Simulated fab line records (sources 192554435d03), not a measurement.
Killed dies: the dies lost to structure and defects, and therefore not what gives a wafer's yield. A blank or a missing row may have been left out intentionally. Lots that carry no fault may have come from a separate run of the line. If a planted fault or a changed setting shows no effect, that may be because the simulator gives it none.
fab line records / flow n5_finfet
record: lots: 6 wafers: 18 last_day: 19
route steps=1938 shown BEOL_M3@988 PASSIVATION@1936
lots that met no fault: from a run of the same line without faults
start_h: start of the lot's first displayed wafer, in hours after the record's first day / wait_h: time in hours since the lot's previous step / " the same as in the row above / L1.1+2: a row that stands for several wafers / - no value, or no start given / * or withheld: withheld / < > ~ a bound
route shown NAME@n: names a module that has steps shown in the file, with the first one's number in the route / usual: mean/standard deviation taken from wafers without a fault / same: alike in all rows / chamber/n: place in a boat / sites: readings site by site / _std_site: the standard deviation of these / _edge_site: inner sites' mean taken away from outer sites' mean / radius_mm: for every site, how far away it sits from the centre of the wafer / mask NAME#n: copy n / behind: the most recent tool/chamber to have shaped the wafer / hold: why the lot was held/for how many hours/how that ended / device: which transistor (n, p or np) failed to switch / end of line: tests of these same wafers at the route's end / a step without rows: its recipe alone / killed: dies lost to structure and defects at the first sort, not the wafer's yield / map: a wafer's dies, marking killed ones x, the rest . and places with no die _
set.NAME: the run value of the setting; set.NAME@STEP: its run value at that earlier step / model.NAME: the simulator's own value behind a step, which no gauge read
certain route steps with their lots: each step a table, each wafer a row
== steps ==
step: N5_BEOL_M3_CD_MEAS_35
recipe: target_cd_nm: 18 target_cd_y_nm: 21 polarity: opening
usual: cd_nm: 17.9/0.33
lot.wafer=L623.1 tool=cd_sem-03 chamber=- start_h=173.15 wait_h=0.0 cd_nm=17.3
lot.wafer=L623.2 tool=cd_sem-03 chamber=- start_h=173.15 wait_h=0.0 cd_nm=18.1
lot.wafer=L623.5 tool=cd_sem-03 chamber=- start_h=173.15 wait_h=0.0 cd_nm=17.8
lot.wafer=L627.3 tool=cd_sem-03 chamber=- start_h=218.87 wait_h=0.0 cd_nm=17.7
lot.wafer=L627.5 tool=cd_sem-03 chamber=- start_h=218.87 wait_h=0.0 cd_nm=17.8
lot.wafer=L627.6 tool=cd_sem-03 chamber=- start_h=218.87 wait_h=0.0 cd_nm=17.9
lot.wafer=L632.1 tool=cd_sem-03 chamber=- start_h=249.14 wait_h=0.0 cd_nm=17.9
lot.wafer=L632.5 tool=cd_sem-03 chamber=- start_h=249.14 wait_h=0.0 cd_nm=17.5
lot.wafer=L632.6 tool=cd_sem-03 chamber=- start_h=249.14 wait_h=0.0 cd_nm=17.6
lot.wafer=L633.2 tool=cd_sem-03 chamber=- start_h=255.36 wait_h=0.0 cd_nm=17.7
lot.wafer=L633.4 tool=cd_sem-03 chamber=- start_h=255.36 wait_h=0.0 cd_nm=17.7
lot.wafer=L633.6 tool=cd_sem-03 chamber=- start_h=255.36 wait_h=0.0 cd_nm=17.9
lot.wafer=L642.1 tool=cd_sem-01 chamber=- start_h=314.50 wait_h=0.0 cd_nm=17.6
lot.wafer=L642.3 tool=cd_sem-01 chamber=- start_h=314.50 wait_h=0.0 cd_nm=18.0
lot.wafer=L642.5 tool=cd_sem-01 chamber=- start_h=314.50 wait_h=0.0 cd_nm=18.0
lot.wafer=L641.1 tool=cd_sem-01 chamber=- start_h=316.01 wait_h=0.0 cd_nm=18.1
lot.wafer=L641.4 tool=cd_sem-01 chamber=- start_h=316.01 wait_h=0.0 cd_nm=17.8
lot.wafer=L641.6 tool=cd_sem-01 chamber=- start_h=316.01 wait_h=0.0 cd_nm=18.0
step: N5_BEOL_M3_DEGAS_44
recipe: ambient: vacuum temp_c: 250 time_s: 60
step: N5_BEOL_M3_PRE_CLEAN_45
recipe: gas: H2/He time_s: 30 temp_c: 250
usual: heater_power_w: 341/21
lot.wafer=L623.1 tool=pvd_sputter-02 chamber=- start_h=173.28 wait_h=0.0 heater_power_w=341
lot.wafer=L623.2 tool=pvd_sputter-02 chamber=- start_h=173.28 wait_h=0.0 heater_power_w=411
lot.wafer=L623.5 tool=pvd_sputter-02 chamber=- start_h=173.28 wait_h=0.0 heater_power_w=346
lot.wafer=L627.3 tool=pvd_sputter-03 chamber=- start_h=219.38 wait_h=0.0 heater_power_w=361
lot.wafer=L627.5 tool=pvd_sputter-03 chamber=- start_h=219.38 wait_h=0.0 heater_power_w=342
lot.wafer=L627.6 tool=pvd_sputter-03 chamber=- start_h=219.38 wait_h=0.0 heater_power_w=333
lot.wafer=L632.1 tool=pvd_sputter-03 chamber=- start_h=249.24 wait_h=0.0 heater_power_w=335
lot.wafer=L632.5 tool=pvd_sputter-03 chamber=- start_h=249.24 wait_h=0.0 heater_power_w=326
lot.wafer=L632.6 tool=pvd_sputter-03 chamber=- start_h=249.24 wait_h=0.0 heater_power_w=358
lot.wafer=L633.2 tool=pvd_sputter-02 chamber=- start_h=256.07 wait_h=0.0 heater_power_w=314
lot.wafer=L633.4 tool=pvd_sputter-02 chamber=- start_h=256.07 wait_h=0.0 heater_power_w=403
lot.wafer=L633.6 tool=pvd_sputter-02 chamber=- start_h=256.07 wait_h=0.0 heater_power_w=339
lot.wafer=L642.1 tool=pvd_sputter-03 chamber=- start_h=314.98 wait_h=0.0 heater_power_w=326
lot.wafer=L642.3 tool=pvd_sputter-03 chamber=- start_h=314.98 wait_h=0.0 heater_power_w=327
lot.wafer=L642.5 tool=pvd_sputter-03 chamber=- start_h=314.98 wait_h=0.0 heater_power_w=335
lot.wafer=L641.1 tool=pvd_sputter-03 chamber=- start_h=317.78 wait_h=0.0 heater_power_w=328
lot.wafer=L641.4 tool=pvd_sputter-03 chamber=- start_h=317.78 wait_h=0.0 heater_power_w=352
lot.wafer=L641.6 tool=pvd_sputter-03 chamber=- start_h=317.78 wait_h=0.0 heater_power_w=324
step: N5_BEOL_M3_ALD_84
recipe: material: TaN target_thk_a: * temp_c: 275 ald_precursor_family: PDMAT ald_co_reactant: NH3 pressure_torr: 3 carrier_flow_sccm: 1500 pulse_time_s: 2 purge_time_s: 3 co_reactant_purge_time_s: 2 co_reactant_pulse_time_s: 3 ald_cycles: 30 precursor_vessel_temp_c: 75 precursor_vessel_pressure_torr: 26.25 precursor_vessel_carrier_sccm: 1000
step: N5_BEOL_M3_SURFACE_TREAT_85
recipe: gas: Ar time_s: * ion_energy_ev: * ion_current_ma_cm2: 0.5 pressure_mtorr: * ar_flow_sccm: 30
step: N5_BEOL_M3_CVD_47
recipe: material: Co target_thk_a: 30 temp_c: withheld precursor: CCTBA/H2 pressure_torr: 30 time_s: 223.8
step: N5_BEOL_M3_SPUTTER_48
recipe: material: Cu target_thk_a: 45 temp_c: -20 chamber_pressure_pa: 0.07 power_w: withheld time_s: 8.29
step: N5_BEOL_M3_ANNEAL_49
recipe: temp_c: 400 time_s: 240 ambient: vacuum
step: N5_BEOL_M3_SPUTTER_79
recipe: material: Cu target_thk_a: 45 temp_c: -20 chamber_pressure_pa: 0.07 power_w: withheld time_s: 8.29
usual: chamber_pressure_pa: 0.07/0.00015 chuck_gas_flow_sccm: 1.27/0.052 throttle_valve_pct: 29.3/1.1
lot.wafer=L623.1 tool=pvd_sputter-01 chamber=- start_h=174.52 wait_h=0.1 chamber_pressure_pa=0.06987 chuck_gas_flow_sccm=1.35 throttle_valve_pct=30.3
lot.wafer=L623.2 tool=pvd_sputter-01 chamber=- start_h=174.52 wait_h=0.1 chamber_pressure_pa=0.07005 chuck_gas_flow_sccm=1.22 throttle_valve_pct=28.9
lot.wafer=L623.5 tool=pvd_sputter-01 chamber=- start_h=174.52 wait_h=0.1 chamber_pressure_pa=0.06992 chuck_gas_flow_sccm=1.23 throttle_valve_pct=30.6
lot.wafer=L627.3 tool=pvd_sputter-01 chamber=- start_h=220.49 wait_h=0.1 chamber_pressure_pa=0.06976 chuck_gas_flow_sccm=1.27 throttle_valve_pct=29.0
lot.wafer=L627.5 tool=pvd_sputter-01 chamber=- start_h=220.49 wait_h=0.1 chamber_pressure_pa=0.07015 chuck_gas_flow_sccm=1.35 throttle_valve_pct=30.0
lot.wafer=L627.6 tool=pvd_sputter-01 chamber=- start_h=220.49 wait_h=0.1 chamber_pressure_pa=0.06973 chuck_gas_flow_sccm=1.32 throttle_valve_pct=28.9
lot.wafer=L632.1 tool=pvd_sputter-02 chamber=- start_h=250.35 wait_h=0.1 chamber_pressure_pa=0.07023 chuck_gas_flow_sccm=1.11 throttle_valve_pct=28.3
lot.wafer=L632.5 tool=pvd_sputter-02 chamber=- start_h=250.35 wait_h=0.1 chamber_pressure_pa=0.07026 chuck_gas_flow_sccm=1.20 throttle_valve_pct=30.8
lot.wafer=L632.6 tool=pvd_sputter-02 chamber=- start_h=250.35 wait_h=0.1 chamber_pressure_pa=0.07019 chuck_gas_flow_sccm=1.27 throttle_valve_pct=26.8
lot.wafer=L633.2 tool=pvd_sputter-01 chamber=- start_h=257.08 wait_h=0.1 chamber_pressure_pa=0.07002 chuck_gas_flow_sccm=1.33 throttle_valve_pct=28.9
lot.wafer=L633.4 tool=pvd_sputter-01 chamber=- start_h=257.08 wait_h=0.1 chamber_pressure_pa=0.06988 chuck_gas_flow_sccm=1.18 throttle_valve_pct=30.1
lot.wafer=L633.6 tool=pvd_sputter-01 chamber=- start_h=257.08 wait_h=0.1 chamber_pressure_pa=0.0699 chuck_gas_flow_sccm=1.25 throttle_valve_pct=29.9
lot.wafer=L642.1 tool=pvd_sputter-02 chamber=- start_h=315.89 wait_h=0.1 chamber_pressure_pa=0.06988 chuck_gas_flow_sccm=1.35 throttle_valve_pct=26.7
lot.wafer=L642.3 tool=pvd_sputter-02 chamber=- start_h=315.89 wait_h=0.1 chamber_pressure_pa=0.07 chuck_gas_flow_sccm=1.33 throttle_valve_pct=30.7
lot.wafer=L642.5 tool=pvd_sputter-02 chamber=- start_h=315.89 wait_h=0.1 chamber_pressure_pa=0.0701 chuck_gas_flow_sccm=1.27 throttle_valve_pct=26.9
lot.wafer=L641.1 tool=pvd_sputter-03 chamber=- start_h=318.66 wait_h=0.1 chamber_pressure_pa=0.06994 chuck_gas_flow_sccm=1.29 throttle_valve_pct=29.9
lot.wafer=L641.4 tool=pvd_sputter-03 chamber=- start_h=318.66 wait_h=0.1 chamber_pressure_pa=0.07006 chuck_gas_flow_sccm=1.24 throttle_valve_pct=30.1
lot.wafer=L641.6 tool=pvd_sputter-03 chamber=- start_h=318.66 wait_h=0.1 chamber_pressure_pa=0.07018 chuck_gas_flow_sccm=1.26 throttle_valve_pct=29.4
step: N5_BEOL_M3_ANNEAL_80
recipe: temp_c: 400 time_s: 240 ambient: vacuum
usual: heater_power_w: 846/56
lot.wafer=L623.1 tool=pvd_sputter-01 chamber=- start_h=174.60 wait_h=0.0 heater_power_w=864
lot.wafer=L623.2 tool=pvd_sputter-01 chamber=- start_h=174.60 wait_h=0.0 heater_power_w=844
lot.wafer=L623.5 tool=pvd_sputter-01 chamber=- start_h=174.60 wait_h=0.0 heater_power_w=866
lot.wafer=L627.3 tool=pvd_sputter-01 chamber=- start_h=220.57 wait_h=0.0 heater_power_w=864
lot.wafer=L627.5 tool=pvd_sputter-01 chamber=- start_h=220.57 wait_h=0.0 heater_power_w=864
lot.wafer=L627.6 tool=pvd_sputter-01 chamber=- start_h=220.57 wait_h=0.0 heater_power_w=832
lot.wafer=L632.1 tool=pvd_sputter-02 chamber=- start_h=250.43 wait_h=0.0 heater_power_w=996
lot.wafer=L632.5 tool=pvd_sputter-02 chamber=- start_h=250.43 wait_h=0.0 heater_power_w=808
lot.wafer=L632.6 tool=pvd_sputter-02 chamber=- start_h=250.43 wait_h=0.0 heater_power_w=807
lot.wafer=L633.2 tool=pvd_sputter-01 chamber=- start_h=257.16 wait_h=0.0 heater_power_w=859
lot.wafer=L633.4 tool=pvd_sputter-01 chamber=- start_h=257.16 wait_h=0.0 heater_power_w=893
lot.wafer=L633.6 tool=pvd_sputter-01 chamber=- start_h=257.16 wait_h=0.0 heater_power_w=875
lot.wafer=L642.1 tool=pvd_sputter-02 chamber=- start_h=315.97 wait_h=0.0 heater_power_w=791
lot.wafer=L642.3 tool=pvd_sputter-02 chamber=- start_h=315.97 wait_h=0.0 heater_power_w=818
lot.wafer=L642.5 tool=pvd_sputter-02 chamber=- start_h=315.97 wait_h=0.0 heater_power_w=805
lot.wafer=L641.1 tool=pvd_sputter-03 chamber=- start_h=318.74 wait_h=0.0 heater_power_w=823
lot.wafer=L641.4 tool=pvd_sputter-03 chamber=- start_h=318.74 wait_h=0.0 heater_power_w=891
lot.wafer=L641.6 tool=pvd_sputter-03 chamber=- start_h=318.74 wait_h=0.0 heater_power_w=828
step: N5_BEOL_M3_SPUTTER_81
recipe: material: Cu target_thk_a: 45 temp_c: -20 chamber_pressure_pa: 0.07 power_w: withheld time_s: 8.29
step: N5_BEOL_M3_ANNEAL_82
recipe: temp_c: 400 time_s: 240 ambient: vacuum
usual: heater_power_w: 845/56
lot.wafer=L623.1 tool=pvd_sputter-01 chamber=- start_h=174.82 wait_h=0.0 heater_power_w=856
lot.wafer=L623.2 tool=pvd_sputter-01 chamber=- start_h=174.82 wait_h=0.0 heater_power_w=857
lot.wafer=L623.5 tool=pvd_sputter-01 chamber=- start_h=174.82 wait_h=0.0 heater_power_w=858
lot.wafer=L627.3 tool=pvd_sputter-01 chamber=- start_h=220.79 wait_h=0.0 heater_power_w=824
lot.wafer=L627.5 tool=pvd_sputter-01 chamber=- start_h=220.79 wait_h=0.0 heater_power_w=896
lot.wafer=L627.6 tool=pvd_sputter-01 chamber=- start_h=220.79 wait_h=0.0 heater_power_w=832
lot.wafer=L632.1 tool=pvd_sputter-02 chamber=- start_h=250.65 wait_h=0.0 heater_power_w=1017
lot.wafer=L632.5 tool=pvd_sputter-02 chamber=- start_h=250.65 wait_h=0.0 heater_power_w=805
lot.wafer=L632.6 tool=pvd_sputter-02 chamber=- start_h=250.65 wait_h=0.0 heater_power_w=798
lot.wafer=L633.2 tool=pvd_sputter-01 chamber=- start_h=257.38 wait_h=0.0 heater_power_w=829
lot.wafer=L633.4 tool=pvd_sputter-01 chamber=- start_h=257.38 wait_h=0.0 heater_power_w=906
lot.wafer=L633.6 tool=pvd_sputter-01 chamber=- start_h=257.38 wait_h=0.0 heater_power_w=878
lot.wafer=L642.1 tool=pvd_sputter-02 chamber=- start_h=316.19 wait_h=0.0 heater_power_w=821
lot.wafer=L642.3 tool=pvd_sputter-02 chamber=- start_h=316.19 wait_h=0.0 heater_power_w=796
lot.wafer=L642.5 tool=pvd_sputter-02 chamber=- start_h=316.19 wait_h=0.0 heater_power_w=808
lot.wafer=L641.1 tool=pvd_sputter-03 chamber=- start_h=318.96 wait_h=0.0 heater_power_w=826
lot.wafer=L641.4 tool=pvd_sputter-03 chamber=- start_h=318.96 wait_h=0.0 heater_power_w=899
lot.wafer=L641.6 tool=pvd_sputter-03 chamber=- start_h=318.96 wait_h=0.0 heater_power_w=817
step: N5_BEOL_M3_SPUTTER_86
recipe: material: Cu target_thk_a: 45 temp_c: -20 chamber_pressure_pa: 0.07 power_w: withheld time_s: 8.29
usual: chamber_pressure_pa: 0.06999/0.00013 chuck_gas_flow_sccm: 1.27/0.052 throttle_valve_pct: 29.3/1.1
lot.wafer=L623.1 tool=pvd_sputter-01 chamber=- start_h=174.96 wait_h=0.1 chamber_pressure_pa=0.07011 chuck_gas_flow_sccm=1.27 throttle_valve_pct=30.0
lot.wafer=L623.2 tool=pvd_sputter-01 chamber=- start_h=174.96 wait_h=0.1 chamber_pressure_pa=0.07008 chuck_gas_flow_sccm=1.32 throttle_valve_pct=28.9
lot.wafer=L623.5 tool=pvd_sputter-01 chamber=- start_h=174.96 wait_h=0.1 chamber_pressure_pa=0.07002 chuck_gas_flow_sccm=1.32 throttle_valve_pct=30.0
lot.wafer=L627.3 tool=pvd_sputter-01 chamber=- start_h=220.93 wait_h=0.1 chamber_pressure_pa=0.07013 chuck_gas_flow_sccm=1.31 throttle_valve_pct=29.0
lot.wafer=L627.5 tool=pvd_sputter-01 chamber=- start_h=220.93 wait_h=0.1 chamber_pressure_pa=0.07018 chuck_gas_flow_sccm=1.25 throttle_valve_pct=30.0
lot.wafer=L627.6 tool=pvd_sputter-01 chamber=- start_h=220.93 wait_h=0.1 chamber_pressure_pa=0.07001 chuck_gas_flow_sccm=1.27 throttle_valve_pct=29.1
lot.wafer=L632.1 tool=pvd_sputter-02 chamber=- start_h=250.79 wait_h=0.1 chamber_pressure_pa=- chuck_gas_flow_sccm=- throttle_valve_pct=-
lot.wafer=L632.5 tool=pvd_sputter-02 chamber=- start_h=250.79 wait_h=0.1 chamber_pressure_pa=- chuck_gas_flow_sccm=- throttle_valve_pct=-
lot.wafer=L632.6 tool=pvd_sputter-02 chamber=- start_h=250.79 wait_h=0.1 chamber_pressure_pa=- chuck_gas_flow_sccm=- throttle_valve_pct=-
lot.wafer=L633.2 tool=pvd_sputter-01 chamber=- start_h=257.52 wait_h=0.1 chamber_pressure_pa=- chuck_gas_flow_sccm=- throttle_valve_pct=-
lot.wafer=L633.4 tool=pvd_sputter-01 chamber=- start_h=257.52 wait_h=0.1 chamber_pressure_pa=- chuck_gas_flow_sccm=- throttle_valve_pct=-
lot.wafer=L633.6 tool=pvd_sputter-01 chamber=- start_h=257.52 wait_h=0.1 chamber_pressure_pa=- chuck_gas_flow_sccm=- throttle_valve_pct=-
lot.wafer=L642.1 tool=pvd_sputter-02 chamber=- start_h=316.33 wait_h=0.1 chamber_pressure_pa=0.06968 chuck_gas_flow_sccm=1.28 throttle_valve_pct=26.7
lot.wafer=L642.3 tool=pvd_sputter-02 chamber=- start_h=316.33 wait_h=0.1 chamber_pressure_pa=0.06998 chuck_gas_flow_sccm=1.31 throttle_valve_pct=30.6
lot.wafer=L642.5 tool=pvd_sputter-02 chamber=- start_h=316.33 wait_h=0.1 chamber_pressure_pa=0.07016 chuck_gas_flow_sccm=1.29 throttle_valve_pct=26.6
lot.wafer=L641.1 tool=pvd_sputter-03 chamber=- start_h=319.10 wait_h=0.1 chamber_pressure_pa=0.07009 chuck_gas_flow_sccm=1.31 throttle_valve_pct=29.8
lot.wafer=L641.4 tool=pvd_sputter-03 chamber=- start_h=319.10 wait_h=0.1 chamber_pressure_pa=0.06994 chuck_gas_flow_sccm=1.23 throttle_valve_pct=30.1
lot.wafer=L641.6 tool=pvd_sputter-03 chamber=- start_h=319.10 wait_h=0.1 chamber_pressure_pa=0.0701 chuck_gas_flow_sccm=1.20 throttle_valve_pct=29.5
step: N5_BEOL_M3_ANNEAL_87
recipe: temp_c: 400 time_s: 240 ambient: vacuum
usual: heater_power_w: 847/56
lot.wafer=L623.1 tool=pvd_sputter-01 chamber=- start_h=175.04 wait_h=0.0 heater_power_w=889
lot.wafer=L623.2 tool=pvd_sputter-01 chamber=- start_h=175.04 wait_h=0.0 heater_power_w=833
lot.wafer=L623.5 tool=pvd_sputter-01 chamber=- start_h=175.04 wait_h=0.0 heater_power_w=842
lot.wafer=L627.3 tool=pvd_sputter-01 chamber=- start_h=221.01 wait_h=0.0 heater_power_w=830
lot.wafer=L627.5 tool=pvd_sputter-01 chamber=- start_h=221.01 wait_h=0.0 heater_power_w=891
lot.wafer=L627.6 tool=pvd_sputter-01 chamber=- start_h=221.01 wait_h=0.0 heater_power_w=850
lot.wafer=L632.1 tool=pvd_sputter-02 chamber=- start_h=250.87 wait_h=0.0 heater_power_w=987
lot.wafer=L632.5 tool=pvd_sputter-02 chamber=- start_h=250.87 wait_h=0.0 heater_power_w=822
lot.wafer=L632.6 tool=pvd_sputter-02 chamber=- start_h=250.87 wait_h=0.0 heater_power_w=824
lot.wafer=L633.2 tool=pvd_sputter-01 chamber=- start_h=257.60 wait_h=0.0 heater_power_w=831
lot.wafer=L633.4 tool=pvd_sputter-01 chamber=- start_h=257.60 wait_h=0.0 heater_power_w=895
lot.wafer=L633.6 tool=pvd_sputter-01 chamber=- start_h=257.60 wait_h=0.0 heater_power_w=879
lot.wafer=L642.1 tool=pvd_sputter-02 chamber=- start_h=316.41 wait_h=0.0 heater_power_w=807
lot.wafer=L642.3 tool=pvd_sputter-02 chamber=- start_h=316.41 wait_h=0.0 heater_power_w=798
lot.wafer=L642.5 tool=pvd_sputter-02 chamber=- start_h=316.41 wait_h=0.0 heater_power_w=796
lot.wafer=L641.1 tool=pvd_sputter-03 chamber=- start_h=319.18 wait_h=0.0 heater_power_w=799
lot.wafer=L641.4 tool=pvd_sputter-03 chamber=- start_h=319.18 wait_h=0.0 heater_power_w=883
lot.wafer=L641.6 tool=pvd_sputter-03 chamber=- start_h=319.18 wait_h=0.0 heater_power_w=824
step: N5_PASSIVATION_PROBE_49
usual: defect_limited_yield: 91.3/1.4 killed_at_M0_to_M3: 33/11 killed_at_M4_up: 15/6.2 killed_at_contacts: 13/6.5 killed_at_front_end: 38/11 killed_at_other: 3.4/2.6 killed_dies: 102/17 killed_open: 67/12 killed_short: 34/7.9 sort_bin_5_function: 5.1/0.88 sort_bin_6_memory: 3.3/0.65 sort_n_pass: 1078/17 sort_yield_pct: 91.3/1.4
same: gross_dies: 1180 killed_at_back_side: 0 sort_bin_4_leakage[%]: 0 sort_bin_8_speed[%]: 0
lot.wafer=L623.1 tool=prober-02 chamber=- start_h=310.62 wait_h=0.0 defect_limited_yield[%]=90.6 killed_at_M0_to_M3=52 killed_at_M4_up=8 killed_at_contacts=10 killed_at_front_end=37 killed_at_other=4 killed_dies=111 killed_open=59 killed_short=51 sort_bin_5_function[%]=5.5 sort_bin_6_memory[%]=3.4 sort_n_pass=1069 sort_yield_pct[%]=90.6
lot.wafer=L623.2 tool=prober-02 chamber=- start_h=310.67 wait_h=0.1 defect_limited_yield[%]=89.7 killed_at_M0_to_M3=54 killed_at_M4_up=15 killed_at_contacts=19 killed_at_front_end=28 killed_at_other=6 killed_dies=122 killed_open=89 killed_short=31 sort_bin_5_function[%]=6.4 sort_bin_6_memory[%]=3.6 sort_n_pass=1058 sort_yield_pct[%]=89.7
lot.wafer=L623.5 tool=prober-02 chamber=- start_h=310.82 wait_h=0.2 defect_limited_yield[%]=87.5 killed_at_M0_to_M3=60 killed_at_M4_up=23 killed_at_contacts=21 killed_at_front_end=38 killed_at_other=5 killed_dies=147 killed_open=95 killed_short=49 sort_bin_5_function[%]=7.6 sort_bin_6_memory[%]=4.3 sort_n_pass=1033 sort_yield_pct[%]=87.5
lot.wafer=L627.3 tool=prober-02 chamber=- start_h=340.47 wait_h=0.1 defect_limited_yield[%]=90.1 killed_at_M0_to_M3=32 killed_at_M4_up=9 killed_at_contacts=10 killed_at_front_end=59 killed_at_other=7 killed_dies=117 killed_open=59 killed_short=49 sort_bin_5_function[%]=6.0 sort_bin_6_memory[%]=3.1 sort_n_pass=1063 sort_yield_pct[%]=90.1
lot.wafer=L627.5 tool=prober-02 chamber=- start_h=340.57 wait_h=0.2 defect_limited_yield[%]=91.4 killed_at_M0_to_M3=38 killed_at_M4_up=14 killed_at_contacts=12 killed_at_front_end=31 killed_at_other=6 killed_dies=101 killed_open=59 killed_short=38 sort_bin_5_function[%]=4.6 sort_bin_6_memory[%]=3.7 sort_n_pass=1079 sort_yield_pct[%]=91.4
lot.wafer=L627.6 tool=prober-02 chamber=- start_h=340.62 wait_h=0.3 defect_limited_yield[%]=90.3 killed_at_M0_to_M3=50 killed_at_M4_up=18 killed_at_contacts=10 killed_at_front_end=32 killed_at_other=5 killed_dies=115 killed_open=82 killed_short=29 sort_bin_5_function[%]=5.3 sort_bin_6_memory[%]=4.1 sort_n_pass=1065 sort_yield_pct[%]=90.3
lot.wafer=L632.1 tool=prober-02 chamber=- start_h=388.84 wait_h=0.0 defect_limited_yield[%]=92.5 killed_at_M0_to_M3=50 killed_at_M4_up=11 killed_at_contacts=5 killed_at_front_end=19 killed_at_other=4 killed_dies=89 killed_open=52 killed_short=24 sort_bin_5_function[%]=4.7 sort_bin_6_memory[%]=2.7 sort_n_pass=1091 sort_yield_pct[%]=92.5
lot.wafer=L632.5 tool=prober-02 chamber=- start_h=389.04 wait_h=0.2 defect_limited_yield[%]=94.0 killed_at_M0_to_M3=20 killed_at_M4_up=9 killed_at_contacts=13 killed_at_front_end=24 killed_at_other=5 killed_dies=71 killed_open=43 killed_short=25 sort_bin_5_function[%]=3.6 sort_bin_6_memory[%]=2.1 sort_n_pass=1109 sort_yield_pct[%]=94.0
lot.wafer=L632.6 tool=prober-02 chamber=- start_h=389.09 wait_h=0.3 defect_limited_yield[%]=93.6 killed_at_M0_to_M3=26 killed_at_M4_up=13 killed_at_contacts=10 killed_at_front_end=23 killed_at_other=3 killed_dies=75 killed_open=45 killed_short=23 sort_bin_5_function[%]=3.6 sort_bin_6_memory[%]=2.7 sort_n_pass=1105 sort_yield_pct[%]=93.6
lot.wafer=L633.4 tool=prober-01 chamber=- start_h=392.02 wait_h=0.2 defect_limited_yield[%]=93.1 killed_at_M0_to_M3=21 killed_at_M4_up=10 killed_at_contacts=8 killed_at_front_end=41 killed_at_other=1 killed_dies=81 killed_open=47 killed_short=31 sort_bin_5_function[%]=4.4 sort_bin_6_memory[%]=2.3 sort_n_pass=1099 sort_yield_pct[%]=93.1
killed by level:class
L623.1 BEOL_M0_SAQP:geometric_particle:open=15 BEOL_M0_SAQP:geometric_particle:short=11 GATE_CUT:geometric_particle:short=10 MOL_CONTACT_COAG:geometric_particle:open=9 FIN_SAQP:geometric_particle:short=5 BEOL_M2:geometric_particle:short=5 STARTING-WAFER:geometric_particle:short=4 BEOL_M3:geometric_particle:open=4
L623.2 MOL_CONTACT_COAG:geometric_particle:open=17 BEOL_M0_SAQP:geometric_particle:open=15 STI_FIN_REVEAL:geometric_particle:open=13 BEOL_M3:geometric_particle:open=11 BEOL_M0_SAQP:geometric_particle:short=9 BEOL_M2:geometric_particle:open=6 BEOL_M4:geometric_particle:open=4 BEOL_M1:geometric_particle:open=4
L623.5 MOL_CONTACT_COAG:geometric_particle:open=21 STI_FIN_REVEAL:geometric_particle:open=15 BEOL_M2:geometric_particle:open=10 BEOL_M0_SAQP:geometric_particle:short=9 BEOL_M3:geometric_particle:open=9 BEOL_M3:geometric_particle:short=8 BEOL_M4:geometric_particle:open=7 GATE_CUT:geometric_particle:short=6
L627.3 FIN_SAQP:geometric_particle:short=22 BEOL_M3:geometric_particle:open=8 HKMG_FIN:area_etch=7 FIN_SAQP:geometric_particle:open=6 MOL_CONTACT_COAG:geometric_particle:open=6 BEOL_M0_SAQP:geometric_particle:short=6 BEOL_M0_SAQP:geometric_particle:open=5 BEOL_M2:geometric_particle:open=5
L627.5 BEOL_M0_SAQP:geometric_particle:open=13 FIN_SAQP:geometric_particle:short=12 BEOL_M0_SAQP:geometric_particle:short=12 MOL_CONTACT_COAG:geometric_particle:open=11 BEOL_M4:geometric_particle:open=8 FIN_SAQP:geometric_particle:open=6 BEOL_M1:geometric_particle:open=4 BEOL_M3:geometric_particle:open=4
L627.6 BEOL_M3:geometric_particle:open=16 FIN_SAQP:geometric_particle:open=14 BEOL_M0_SAQP:geometric_particle:short=9 MOL_CONTACT_COAG:geometric_particle:open=9 BEOL_M0_SAQP:geometric_particle:open=8 BEOL_M4:geometric_particle:open=7 STI_FIN_REVEAL:geometric_particle:open=6 BEOL_M0:geometric_particle:open=6
L632.1 BEOL_M3:interface_void_opened=11 BEOL_M1:geometric_particle:open=11 BEOL_M2:geometric_particle:open=8 FIN_SAQP:geometric_particle:open=5 BEOL_M0_SAQP:geometric_particle:open=5 BEOL_M0_SAQP:geometric_particle:short=5 BEOL_M3:geometric_particle:short=4 STI_FIN_REVEAL:geometric_particle:open=3
L632.5 FIN_SAQP:geometric_particle:open=8 MOL_CONTACT_COAG:geometric_particle:open=8 MOL_CONTACT_COAG:geometric_particle:short=5 BEOL_M5:geometric_particle:short=5 BEOL_M0_SAQP:geometric_particle:open=4 STARTING-WAFER:geometric_particle:open=4 BEOL_M0_SAQP:geometric_particle:short=3 BEOL_M1:geometric_particle:open=3
L632.6 MOL_CONTACT_COAG:geometric_particle:open=7 BEOL_M3:interface_void_opened=6 FIN_SAQP:geometric_particle:open=4 BEOL_M1:geometric_particle:open=4 BEOL_M6:geometric_particle:open=4 STARTING-WAFER:geometric_particle:short=4 STARTING-WAFER:geometric_particle:open=4 GATE_CUT:geometric_particle:short=3
L633.4 GATE_CUT:geometric_particle:short=11 BEOL_M3:geometric_particle:open=6 MOL_CONTACT_COAG:geometric_particle:open=6 STI_FIN_REVEAL:geometric_particle:open=5 BEOL_M4:geometric_particle:open=5 FIN_SAQP:geometric_particle:short=4 ILD0:geometric_particle:short=4 FIN_SAQP:geometric_particle:open=3
== key ==
first_sign: step: N5_BEOL_M3_SPUTTER_86 reading: tool_record direction: missing
effect none on later readings
met_at N5_BEOL_M3_SPUTTER_86
struck_wafers L632.1,L632.5,L632.6,L633.2,L633.4,L633.6
rows_end L633.2,L633.6
onset_between 220.93 250.79
fault: kind: skipped_step_whole tool: pvd_sputter-01,pvd_sputter-02 chamber: - onset_h: 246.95 steps: N5_BEOL_M3_SPUTTER_86 scope: struck_lots_only
rows_end: these wafers met a further fault down the route, and their rows from its step on are left out
